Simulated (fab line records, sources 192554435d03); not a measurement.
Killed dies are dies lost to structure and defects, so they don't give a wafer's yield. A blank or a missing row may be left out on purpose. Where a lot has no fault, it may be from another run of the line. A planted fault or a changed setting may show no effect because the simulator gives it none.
Split-lot study	flow n5Finfet	on a route of 1938 steps: 7 lots, 21 wafers read

SPLIT DETAILS
At N5_BEOL_M1_COAT_62 (time 60 s, resist thk 12 nm), the setting spinRpm was moved away from the recipe's 1500 rpm on 4 of the 21 wafers read, by -5.3% to +5.6%. The other wafers ran this setting at the recipe's value.

SPLIT TO READING: what lies between them in the file, 1 step
- N5_BEOL_M1_ETCH_74: etches underlayer in N2/H2, target depth 6.5 nm, time 5.2 s (also split here: biasW)

THE READING
etch.depthNm (the simulator's own value, which no gauge read), in nm, at N5_BEOL_M1_ETCH_63 (etches SiARC in CF4, target depth 15.6 nm, time 26 s). The file does not state a usual value for it. The 17 wafers here that ran the recipe average 11.96 nm, standard deviation 0.03 nm.

wafer	tool, chamber at the split	spinRpm as run, rpm	against the recipe	etch.depthNm, nm	against lot-mates on the recipe
L075.1	lithoTrack-01, 0	1500	recipe	11.95	-
L075.3	lithoTrack-01, 0	1500	recipe	11.96	-
L075.5	lithoTrack-01, 0	1452	-3.2%	12.15	+0.20
L081.1	lithoTrack-01, 0	1500	recipe	11.95	-
L081.2	lithoTrack-01, 0	1500	recipe	11.96	-
L081.5	lithoTrack-01, 0	1500	recipe	11.94	-
L085.1	lithoTrack-01, 0	1500	recipe	11.95	-
L085.2	lithoTrack-01, 0	1500	recipe	11.95	-
L085.5	lithoTrack-01, 0	1500	recipe	11.96	-
L086.2	lithoTrack-03, 0	1500	recipe	11.96	-
L086.3	lithoTrack-03, 0	1500	recipe	11.98	-
L086.5	lithoTrack-03, 0	1500	recipe	11.92	-
L090.1	lithoTrack-04, 0	1500	recipe	11.95	-
L090.3	lithoTrack-04, 0	1420	-5.3%	12.31	+0.36
L090.5	lithoTrack-04, 0	1420	-5.3%	12.29	+0.34
L093.2	lithoTrack-03, 0	1500	recipe	12.02	-
L093.4	lithoTrack-03, 0	1500	recipe	12.01	-
L093.6	lithoTrack-03, 0	1500	recipe	12.03	-
L096.1	lithoTrack-04, 0	1500	recipe	11.94	-
L096.2	lithoTrack-04, 0	1500	recipe	11.93	-
L096.3	lithoTrack-04, 0	1584	+5.6%	11.65	-0.28

FIT RESULTS
A straight line over all 21 wafers: etch.depthNm changes by -0.0602 nm for each +1% of spinRpm; r = -0.98; the points scatter about the line by 0.029 nm.
The same after taking each lot's own level away (the mean of its wafers on the recipe; 21 wafers): -0.06 nm for each +1%; r = -0.99; scatter 0.018 nm.
On that fit, the largest move of spinRpm shifts the reading by 0.34 nm.
From 11.935 to 12.020 nm: that is the span of the lots' own levels, equal to 2.9 times the standard deviation above.
Consequently the slope shifts little with the lot-to-lot level, the two slopes agreeing.
Check: -0.364 nm against its lot-mates is what the line predicts for one of the wafers moved furthest among these (+5.6%) when that wafer is left out of the fit. It came out at -0.285 nm against them.

OTHER SPLITS APPLIED TO THESE WAFERS
Before the reading, these wafers also passed through other splits. Each is held against what the fit with the lots' levels taken away leaves over:
other split on the same wafers	wafers away from the commonest value	r with etch.depthNm (lot level and that fit taken away)
N5_MOL_CONTACT_COAG_DESCUM_45 timeS	7	-0.06
N5_BEOL_M1_ETCH_74 biasW	9	-0.11

THE WHOLE CHAIN: every reading that the file lists as answering this split, in the file's order
step	what it does	reading	change (the file's fit)	r (the file's)
N5_BEOL_M1_COAT_62	time 60 s, resist thk 12 nm	SiARC_of_BEOL_M1_COAT_62.thkNm (the simulator's own value, which no gauge read)	-0.064 nm for each +1% of the setting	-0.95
N5_BEOL_M1_ETCH_63	etches SiARC in CF4, target depth 15.6 nm, time 26 s	etch.depthNm (the simulator's own value, which no gauge read)	-0.0585 nm for each +1% of the setting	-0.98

FILE'S OWN FIT
etch.depthNm changes by -0.0585 nm for each +1% of spinRpm, r = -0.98.
